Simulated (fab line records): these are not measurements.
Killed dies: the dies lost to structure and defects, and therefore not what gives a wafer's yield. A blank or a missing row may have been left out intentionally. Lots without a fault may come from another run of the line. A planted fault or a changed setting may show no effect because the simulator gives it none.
3 desks looking at one fault	flow n5 finfet	numbers are kept per desk, each desk with only its own; the story behind them comes last

## METROLOGY DESK
Means of the sampled wafers that have a number, per lot and without regard to the tool the lot ran on: this is what the gauges read. If a lot's mean is further than 4 standard deviations from the usual mean, the lot is out of limits and carries the mark OUT (the distance appears in the brackets). 7 of its 12 readings are shown, namely those furthest out on some lot.
Columns: A = M0_CUT1_OVL at N5_BEOL_M0_SAQP_OVL_MEAS_41, usual -0.1 nm; B = DIBL_N at N5_BEOL_M4_RC_MEAS_101, usual 36.1 mV/V; C = IOFF_N at N5_BEOL_M4_RC_MEAS_101, usual 0.16 nA/um; D = IOFF_P at N5_BEOL_M4_RC_MEAS_101, usual 0.21 nA/um; E = ION_P at N5_BEOL_M4_RC_MEAS_101, usual 462 uA/um; F = SS_N at N5_BEOL_M4_RC_MEAS_101, usual 71.6 mV/dec; G = SS_P at N5_BEOL_M4_RC_MEAS_101, usual 73.2 mV/dec
lot	first seen here	A	B	C	D	E	F	G
L668	day 6 12:46	0.4	37.3	0.21	0.28	472	71.6	73.8
L672	day 7 14:41	-0.9	39.2	0.23	0.26	463	72.7	74.7
L678	day 8 21:49	0.6	34.0	0.12	0.17	452	71.5	72.4
L680	day 9 07:10	-0.1	34.5	0.14	0.17	454	70.5	72.7
L682	day 9 23:01	-0.6	36.4	0.17	0.20	460	72.5	73.5
L684	day 10 07:11	0.5	34.3	0.14	0.20	460	70.7	73.1
L688	day 11 08:41	1.0	37.7	0.19	0.24	464	72.2	73.7
Result from this desk: across the 7 lots, nothing is out of limits.

## AT THE TOOL OWNER'S DESK: rie diel-06
The tool's own readings at N5_BEOL_M0_SAQP_DESCUM_45 (chemistry O2, time 7 s): means of the sampled wafers that have a number, for each lot that ran on this tool. If a lot's mean is further than 4 standard deviations from the usual mean, the lot is out of limits and carries the mark OUT (the distance appears in the brackets).
Columns: A = chamber pressure mTorr at N5_BEOL_M0_SAQP_DESCUM_45, usual 20.000 mTorr; B = drypump motor current A at N5_BEOL_M0_SAQP_DESCUM_45, usual 5.6 A; C = oes product au at N5_BEOL_M0_SAQP_DESCUM_45, usual 0.77 a.u.; D = rf fwd power W at N5_BEOL_M0_SAQP_DESCUM_45, usual 49.38 W; E = rf vpp V at N5_BEOL_M0_SAQP_DESCUM_45, usual 243.6 V; F = showerhead plenum p Torr at N5_BEOL_M0_SAQP_DESCUM_45, usual 2.10 Torr; G = throttle valve pct at N5_BEOL_M0_SAQP_DESCUM_45, usual 20.42 %
lot	first seen here	A	B	C	D	E	F	G
L668	day 6 12:54	19.992	5.7	0.78	49.23	245.9	2.19	20.34
L678	day 8 21:58	20.011	5.8	0.84	49.59	243.2	2.09	20.30
L680	day 9 07:17	19.995	5.7	0.73	49.75	242.9	2.06	20.38
L682	day 9 23:10	19.997	5.8	0.82	49.39	244.0	2.09	20.32
Result from this desk: across the 4 lots, nothing is out of limits.

## THE DEFECT DESK
What the inspections along the route counted, lot by lot: means of the sampled wafers that have a number. If a lot's mean is further than 4 standard deviations from the usual mean, the lot is out of limits and carries the mark OUT (the distance appears in the brackets).
Columns: A = raw defect count at N5_BEOL_M0_SAQP_INSPECT_42, usual 272
lot	first seen here	A
L668	day 6 12:52	433
L672	day 7 14:46	206
L678	day 8 21:55	309
L680	day 9 07:15	271
L682	day 9 23:07	210
L684	day 10 07:16	244
L688	day 11 08:47	211
Result from this desk: across the 7 lots, nothing is out of limits.

## TAKEN TOGETHER
The metrology desk saw nothing out of limits.
The tool owner's desk saw nothing out of limits.
The defect desk saw nothing out of limits.

## WHAT THE SIMULATOR HAD INSERTED
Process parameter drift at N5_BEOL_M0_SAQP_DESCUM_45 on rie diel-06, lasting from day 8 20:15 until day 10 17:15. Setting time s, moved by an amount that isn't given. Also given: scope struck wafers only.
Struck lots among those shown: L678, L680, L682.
